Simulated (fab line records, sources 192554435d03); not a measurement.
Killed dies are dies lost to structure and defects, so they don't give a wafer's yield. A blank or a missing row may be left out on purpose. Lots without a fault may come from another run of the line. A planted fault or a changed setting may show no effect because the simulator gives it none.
Chamber matching | flow n5_finfet | N5_BEOL_M1_ETCH_74 on rie_diel-03: 4 sister chambers
The step etches underlayer in N2/H2, target depth 6.5 nm, time 5.2 s. 8 wafers are shown with their chamber, then 8 later ones without.

WAFERS WITH THEIR CHAMBER
wafer  | chamber | showerhead_plenum_p_Torr (Torr) | throttle_valve_pct (%)
L077.6 | 3       | 2.65                            | 18.6
L082.1 | 0       | 2.70                            | 17.5
L082.4 | 2       | 2.45                            | 17.5
L082.5 | 0       | 2.70                            | 17.6
L083.1 | 3       | 2.64                            | 18.6
L083.2 | 1       | 2.68                            | 17.4
L083.5 | 2       | 2.45                            | 17.6
L086.1 | 1       | 2.68                            | 17.4

WAFERS WITHOUT THEIR CHAMBER
wafer  | showerhead_plenum_p_Torr (Torr) | throttle_valve_pct (%)
L086.2 | 2.64                            | 18.6
L086.4 | 2.68                            | 17.4
L087.1 | 2.70                            | 17.5
L087.2 | 2.64                            | 18.6
L087.6 | 2.68                            | 17.4
L096.1 | 2.63                            | 18.2
L096.2 | 2.67                            | 17.4
L096.4 | 2.69                            | 17.6

WHICH CHAMBER EACH WENT THROUGH
wafer  | from the rows above     | in truth
L086.2 | 3                       | 3
L086.4 | 1                       | 1
L087.1 | 0                       | 0
L087.2 | 3                       | 3
L087.6 | 1                       | 1
L096.1 | 3                       | 3
L096.2 | 1                       | 1
L096.4 | can't be placed: 0 or 1 | 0
Placed correctly: 7 of 8. Can't be placed from these rows: 1 (the true chamber is among the candidates in 1). Placed wrongly: 0.
How it was worked out, from the rows above alone: a wafer's distance from a chamber is the root of the sum, over the readings, of the square of ((its reading less the chamber's mean) divided by the reading's scatter). The wafer belongs to the nearest chamber; if the next one is less than 2 further off, it can't be placed. A chamber's mean is the mean of its shown wafers. The scatter: the root of (the sum of the squares of (reading less its chamber's mean) over the shown wafers, divided by (wafers less chambers)).
